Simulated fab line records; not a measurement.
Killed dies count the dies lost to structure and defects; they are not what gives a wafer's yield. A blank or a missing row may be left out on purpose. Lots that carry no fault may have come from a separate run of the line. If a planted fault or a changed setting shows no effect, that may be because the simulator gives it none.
fab line records	flow n5-finfet
[record] lots = 10	wafers = 28	last-day = 18
route steps=1938 shown BEOL_M11@1552
lots untouched by any fault: they come from a run of this same line in which no faults occurred
start-h: start of the lot's first displayed wafer, in hours after the record's first day	wait-h: how many hours have passed since the lot's step before this one	" as in the row above	L1.1+2: several wafers, shown together as one row	- either no value or no given start	* or withheld: withheld	< > ~ a bound
route shown NAME@n: NAME is a module with steps in the file, n the number in the route of the first one	usual: average and standard deviation across the fault-free wafers	same: alike in all rows	chamber/n: place in a boat	sites: the reading at each site	_std_site: standard deviation of those values	_edge_site: mean of outer sites minus mean of inner sites	radius-mm: how far each site lies from the wafer's centre	mask NAME#n: copy n	behind: the last tool/chamber to shape the wafer	hold: why the lot went on hold/how many hours it stayed there/how the hold came to an end	device: which transistor (n, p or np) failed to switch	end of line: at the end of the route, the tests of the same wafers	a step given without rows: its recipe and nothing more	killed: not the wafer's yield, but the dies lost to structure and defects at the first sort	map: per-die view of a wafer (x killed, . not killed, _ where there is no die)
set.NAME: the setting that was run; set.NAME@STEP: the one run at that earlier step	model.NAME: the simulator's own value behind a step, which no gauge read
steps of the route over a sample of lots; a table a step, a row a wafer
services: when a tool's chamber went out of use (start-h, in hours from the record's first day, below 0 if earlier), for how many hours, and the reason
[[steps]]
[step N5_BEOL_M11_DESCUM_16]
[recipe] chemistry = O2	time-s = 7.9	source-power-w = 50	bias-power-w = 20	pressure-mtorr = 20	rf-frequency-hz = 2.712e+07	temp-c = 40	resist = CAR-ArF	o2-flow-sccm = 225
[usual] drypump-motor-current-A = 5.5/0.36	oes-product-au = 0.79/0.086	rf-vpp-V = 243.0/1.5	showerhead-plenum-p-Torr = 2.10/0.071	throttle-valve-pct = 20.51/0.21
lot.wafer	tool	chamber	start-h	wait-h	drypump-motor-current-A	oes-product-au	rf-hours-counter-h	rf-vpp-V	showerhead-plenum-p-Torr	throttle-valve-pct
L423.1	rie-diel-04	2	225.40	0.1	5.7	0.71	180	243.0	2.01	20.44
L423.5	"	2	"	"	5.7	0.72	-	242.0	2.01	20.45
L423.6	"	1	"	"	5.0	0.66	-	244.0	2.05	20.68
L425.3	rie-diel-06	2	243.14	0.0	6.1	0.76	147	243.0	2.10	20.50
L425.5	"	0	"	"	5.6	0.73	-	244.4	2.17	20.49
L438.2	rie-diel-06	0	317.15	0.0	5.6	0.72	194	244.6	2.16	20.51
L438.3	"	1	"	"	5.4	0.80	102	242.2	2.02	20.69
L438.5	"	1	"	"	5.4	0.80	-	244.0	2.02	20.68
L437.3	rie-diel-04	1	317.40	0.1	5.0	0.92	15	241.9	2.04	20.26
L437.4	"	0	"	"	5.6	0.81	-	242.0	2.06	20.59
L437.5	"	3	"	"	5.4	0.69	-	243.8	2.17	20.67
L436.1	rie-diel-04	1	317.73	0.2	5.0	0.91	15	241.8	2.04	20.26
L436.2	"	3	"	"	5.4	0.69	238	244.2	2.17	20.66
L436.5	"	0	"	"	5.7	0.79	-	241.9	2.06	20.59
L433.3	rie-diel-06	3	317.76	0.1	5.2	0.83	75	244.4	2.20	20.11
L433.4	"	1	"	"	5.4	0.81	102	242.2	2.02	20.67
L441.1	rie-diel-02	0	347.89	0.0	4.7	0.91	28	242.3	2.06	20.49
L441.2	"	2	"	"	5.8	0.85	64	241.9	2.04	20.21
L441.5	"	0	"	"	4.7	0.92	-	241.7	2.06	20.49
L444.1	rie-diel-04	1	373.17	0.4	5.0	0.88	33	242.8	2.04	20.31
L444.4	"	0	"	"	5.6	0.79	-	242.1	2.05	20.61
L444.6	"	2	"	"	5.7	0.68	-	240.7	1.99	20.51
L445.2	rie-diel-06	1	378.95	0.1	5.4	0.78	120	241.9	2.02	20.69
L445.3	"	0	"	"	5.6	0.70	211	243.7	2.15	20.53
L445.4	"	3	"	"	5.2	0.81	93	244.7	2.19	20.13
L446.1	rie-diel-04	2	380.48	0.0	5.7	0.68	224	240.3	1.99	20.52
L446.3	"	1	"	"	5.0	0.88	36	243.9	2.04	20.30
L446.6	"	1	"	"	5.0	0.88	-	241.6	2.04	20.31
[step N5_BEOL_M11_STRIP_36]
[recipe] chemistry = N2/H2	power-w = 450	temp-c = 40	pressure-mtorr = 20	rf-frequency-hz = 6e+07	overash-fraction = 0.3	bias-power-w = 7	h2-frac = 0.5	n2-flow-sccm = 200	h2-flow-sccm = 200
[usual] drypump-motor-current-A = 5.6/0.37	h2-flow-sccm = 200.0/0.53	oes-product-au = 0.79/0.083	rf-vpp-V = 59.2/1.9	showerhead-plenum-p-Torr = 2.54/0.095	throttle-valve-pct = 23.75/0.29
lot.wafer	tool	chamber	start-h	wait-h	drypump-motor-current-A	h2-flow-sccm	oes-product-au	rf-hours-counter-h	rf-vpp-V	showerhead-plenum-p-Torr	throttle-valve-pct
L423.1	rie-diel-04	1	227.87	0.0	5.0	199.7	0.67	243	58.6	2.50	23.91
L423.5	"	1	"	"	5.0	200.3	0.67	-	58.1	2.50	23.87
L423.6	"	3	"	"	5.4	199.5	0.71	-	56.9	2.63	23.55
L425.3	rie-diel-02	1	245.79	0.0	6.0	200.4	0.70	223	57.0	2.49	23.67
L425.5	"	1	"	"	6.0	200.8	0.71	-	60.9	2.49	23.65
L433.3	rie-diel-02	0	323.07	0.0	4.7	199.5	0.92	20	60.1	2.50	23.95
L433.4	"	2	"	"	5.8	199.7	0.85	55	59.7	2.46	23.31
L437.3	rie-diel-04	2	323.32	0.0	5.7	199.9	0.70	205	58.9	2.40	23.33
L437.4	"	3	"	"	5.4	200.1	0.69	238	60.1	2.62	23.60
L437.5	"	0	"	"	5.7	200.1	0.81	-	57.8	2.46	23.84
L436.1	rie-diel-06	2	323.54	0.0	6.1	199.8	0.74	169	60.5	2.54	23.76
L436.2	"	3	"	"	5.2	200.4	0.80	76	57.1	2.70	23.56
L436.5	"	3	"	"	5.3	201.1	0.82	-	60.1	2.70	23.56
L438.2	rie-diel-04	1	323.80	0.0	5.0	200.0	0.91	16	60.2	2.49	23.42
L438.3	"	0	"	"	5.7	199.4	0.79	92	56.3	2.46	23.83
L438.5	"	0	"	"	5.6	200.1	0.79	-	56.6	2.46	23.83
L441.1	rie-diel-06	0	349.15	0.0	5.6	200.7	0.73	201	59.2	2.64	24.11
L441.2	"	2	"	"	6.1	199.3	0.73	176	59.3	2.53	23.78
L441.5	"	3	"	"	5.2	198.5	0.81	-	60.1	2.70	23.57
L444.1	rie-diel-06	3	374.57	0.0	5.2	199.7	0.79	92	58.7	2.69	23.59
L444.4	"	2	"	"	6.1	199.9	0.73	183	58.0	2.53	23.78
L444.6	"	3	"	"	5.2	199.2	0.81	-	62.9	2.69	23.53
L446.1	rie-diel-06	2	382.51	0.0	6.1	199.3	0.72	185	59.2	2.53	23.78
L446.3	"	1	"	"	5.5	199.9	0.79	121	59.6	2.44	23.92
L446.6	"	2	"	"	6.1	200.1	0.74	-	61.6	2.53	23.78
L445.2	rie-diel-06	0	382.97	0.0	5.6	199.9	0.71	212	58.7	2.64	24.10
L445.3	"	2	"	"	6.1	198.9	0.72	185	59.8	2.53	23.79
L445.4	"	1	"	"	5.4	199.9	0.79	122	59.2	2.44	23.96
[step N5_BEOL_M11_TRENCH_ETCH_37]
[recipe] chemistry = C4F6/O2	target-depth-a = 1488.3	target = SiCOH_lowk	time-s = 48	ion-energy-ev = 250	pressure-mtorr = 30	source-w = 345	bias-w = 185	Ar_flow_sccm = 300	C4F6_flow_sccm = 10	O2_flow_sccm = 10
[usual] drypump-motor-current-A = 5.6/0.36	mfc-ar-sccm = 300.0/0.86	oes-product-au = 0.79/0.083	rf-vpp-V = 677/20	showerhead-plenum-p-Torr = 2.85/0.087	throttle-valve-pct = 20.96/0.18
lot.wafer	tool	chamber	start-h	wait-h	drypump-motor-current-A	mfc-ar-sccm	oes-product-au	rf-hours-counter-h	rf-vpp-V	showerhead-plenum-p-Torr	throttle-valve-pct
L423.1	rie-diel-04	1	-	-	5.0	300.5	0.66	243	700	2.79	21.14
L423.5	"	1	"	"	5.0	300.4	0.66	-	701	2.79	21.14
L423.6	"	3	"	"	5.4	298.0	0.69	-	655	2.94	21.03
L425.3	rie-diel-02	1	-	-	6.0	299.7	0.69	223	711	2.80	21.02
L425.5	"	1	"	"	6.0	298.7	0.70	-	714	2.80	21.02
L433.3	rie-diel-02	0	-	-	4.7	300.6	0.95	20	682	2.83	21.13
L433.4	"	2	"	"	5.8	299.5	0.87	55	655	2.80	20.72
L437.3	rie-diel-04	2	-	-	5.7	300.9	0.69	205	655	2.71	20.92
L437.4	"	3	"	"	5.4	299.1	0.69	238	654	2.93	21.08
L437.5	"	0	"	"	5.6	299.1	0.81	-	688	2.78	20.99
L436.1	rie-diel-06	2	-	-	6.1	299.1	0.74	169	675	2.80	20.78
L436.2	"	3	"	"	5.2	298.7	0.81	76	703	3.00	20.74
L436.5	"	3	"	"	5.2	298.4	0.82	-	704	3.00	20.74
L438.2	rie-diel-04	1	-	-	5.0	299.4	0.91	16	700	2.78	20.73
L438.3	"	0	"	"	5.6	301.1	0.81	92	688	2.78	20.98
L438.5	"	0	"	"	5.7	299.4	0.81	-	687	2.78	20.98
L441.1	rie-diel-06	0	-	-	5.6	299.8	0.72	201	656	2.95	21.13
L441.2	"	2	"	"	6.1	298.8	0.74	176	674	2.80	20.79
L441.5	"	3	"	"	5.2	300.1	0.80	-	704	2.99	20.75
L444.1	rie-diel-06	3	-	-	5.2	299.7	0.79	92	704	2.99	20.77
L444.4	"	2	"	"	6.1	299.0	0.73	183	675	2.79	20.82
L444.6	"	3	"	"	5.2	299.8	0.79	-	704	2.99	20.77
L446.1	rie-diel-06	2	-	-	6.1	299.3	0.73	185	675	2.79	20.81
L446.3	"	1	"	"	5.4	300.1	0.79	121	671	2.76	21.30
L446.6	"	2	"	"	6.1	299.5	0.74	-	677	2.79	20.79
L445.2	rie-diel-06	0	-	-	5.6	299.3	0.71	212	657	2.95	21.13
L445.3	"	2	"	"	6.1	299.6	0.73	185	674	2.79	20.80
L445.4	"	1	"	"	5.4	299.7	0.79	122	672	2.76	21.29
[step N5_BEOL_M11_ETCH_41]
[recipe] chemistry = CH3F/O2	target = SiCN	target-depth-a = 426	taper-deg = 2	time-s = 86	ion-energy-ev = 120	mask-material = TiN	pressure-mtorr = 30	source-w = 395	bias-w = 75	Ar_flow_sccm = 150	CH3F_flow_sccm = 30	O2_flow_sccm = 20
[usual] drypump-motor-current-A = 5.5/0.36	mfc-ar-sccm = 150.0/0.43	oes-product-au = 0.79/0.083	rf-vpp-V = 297.4/1.6	showerhead-plenum-p-Torr = 2.00/0.063	throttle-valve-pct = 16.35/0.18
lot.wafer	tool	chamber	start-h	wait-h	drypump-motor-current-A	mfc-ar-sccm	oes-product-au	rf-hours-counter-h	rf-vpp-V	showerhead-plenum-p-Torr	throttle-valve-pct
L423.1	rie-diel-04	1	227.95	-	5.0	149.6	0.66	243	297.1	1.96	16.61
L423.5	"	1	"	"	5.0	149.9	0.66	-	298.2	1.96	16.62
L423.6	"	3	"	"	5.4	150.5	0.70	-	297.8	2.07	16.48
L425.3	rie-diel-02	1	245.87	-	6.0	150.1	0.70	223	296.7	1.97	16.48
L425.5	"	1	"	"	6.0	149.4	0.70	-	297.2	1.97	16.49
L433.3	rie-diel-02	0	323.15	-	4.8	150.6	1.23	20	296.4	1.98	16.33
L433.4	"	2	"	"	5.8	151.0	1.12	55	296.0	1.96	16.06
L437.3	rie-diel-04	2	323.40	-	5.7	150.5	0.69	205	295.3	1.90	16.38
L437.4	"	3	"	"	5.4	149.7	0.69	238	297.4	2.06	16.53
L437.5	"	0	"	"	5.7	150.5	0.80	-	296.0	1.95	16.31
L436.1	rie-diel-06	2	323.63	-	6.1	149.6	0.75	169	298.8	1.97	16.29
L436.2	"	3	"	"	5.2	150.0	0.81	76	299.2	2.11	16.10
L436.5	"	3	"	"	5.2	148.9	0.82	-	299.1	2.11	16.10
L438.2	rie-diel-04	1	323.89	-	5.0	150.0	0.90	16	297.3	1.96	16.14
L438.3	"	0	"	"	5.6	150.1	0.81	92	295.6	1.95	16.30
L438.5	"	0	"	"	5.6	149.7	0.81	-	297.0	1.95	16.29
L441.1	rie-diel-06	0	349.23	-	5.6	150.1	0.71	201	298.3	2.08	16.49
L441.2	"	2	"	"	6.1	149.9	0.74	176	297.3	1.97	16.29
L441.5	"	3	"	"	5.2	150.3	0.80	-	299.7	2.11	16.12
L444.1	rie-diel-06	3	374.65	-	5.2	150.5	0.80	92	299.6	2.10	16.13
L444.4	"	2	"	"	6.1	150.0	0.74	183	297.7	1.97	16.31
L444.6	"	3	"	"	5.2	149.8	0.80	-	298.4	2.10	16.14
L446.1	rie-diel-06	2	382.59	-	6.1	149.9	0.73	185	297.6	1.97	16.32
L446.3	"	1	"	"	5.4	149.6	0.79	121	296.5	1.94	16.63
L446.6	"	2	"	"	6.1	149.3	0.74	-	298.2	1.97	16.32
L445.2	rie-diel-06	0	383.05	-	5.6	150.6	0.71	212	297.9	2.07	16.50
L445.3	"	2	"	"	6.1	149.8	0.74	185	297.8	1.97	16.32
L445.4	"	1	"	"	5.4	150.2	0.79	122	297.1	1.94	16.63
[[services]]
tool	chamber	start-h	hours	kind
rie-diel-04	0	222.79	11.3	repair
rie-diel-04	2	228.08	2.4	repair
rie-diel-02	0	234.65	-	clean
rie-diel-02	0	234.65	-	consumable-replace:focus-ring
rie-diel-02	0	234.65	19.3	scheduled-down
rie-diel-02	0	234.65	19.3	vent-cycle
rie-diel-04	1	249.86	-	clean
rie-diel-04	1	249.86	-	consumable-replace:focus-ring
rie-diel-04	1	249.86	12.2	scheduled-down
rie-diel-04	1	249.86	12.2	vent-cycle
rie-diel-06	2	299.45	8.1	repair
rie-diel-06	0	337.05	4.8	repair
rie-diel-02	1	338.56	-	clean
rie-diel-02	1	338.56	-	consumable-replace:focus-ring
rie-diel-02	1	338.56	16.8	scheduled-down
rie-diel-02	1	338.56	16.8	vent-cycle
rie-diel-04	3	361.23	-	clean
rie-diel-04	3	361.23	-	consumable-replace:focus-ring
rie-diel-04	3	361.23	19.9	scheduled-down
rie-diel-04	3	361.23	19.9	vent-cycle
[[key]]
[first-sign] step = N5_BEOL_M11_ETCH_41	reading = oes-product-au	direction = up	sigmas = 4.6	usual = 0.79	struck = 1.17
effect none on later readings
met-at N5_BEOL_M11_ETCH_41
struck-lots L433
struck-wafers L433.3,L433.4
not-acting-at N5_BEOL_M11_DESCUM_16,N5_BEOL_M11_STRIP_36,N5_BEOL_M11_TRENCH_ETCH_37
onset-between 245.87 323.15
[fault] kind = process-parameter-drift	tool = rie-diel-02	chamber = -	onset-h = 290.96	steps = N5_BEOL_M11_ETCH_41	channel = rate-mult	offset = 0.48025	shape = step	end-h = 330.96	scope = struck-wafers-only
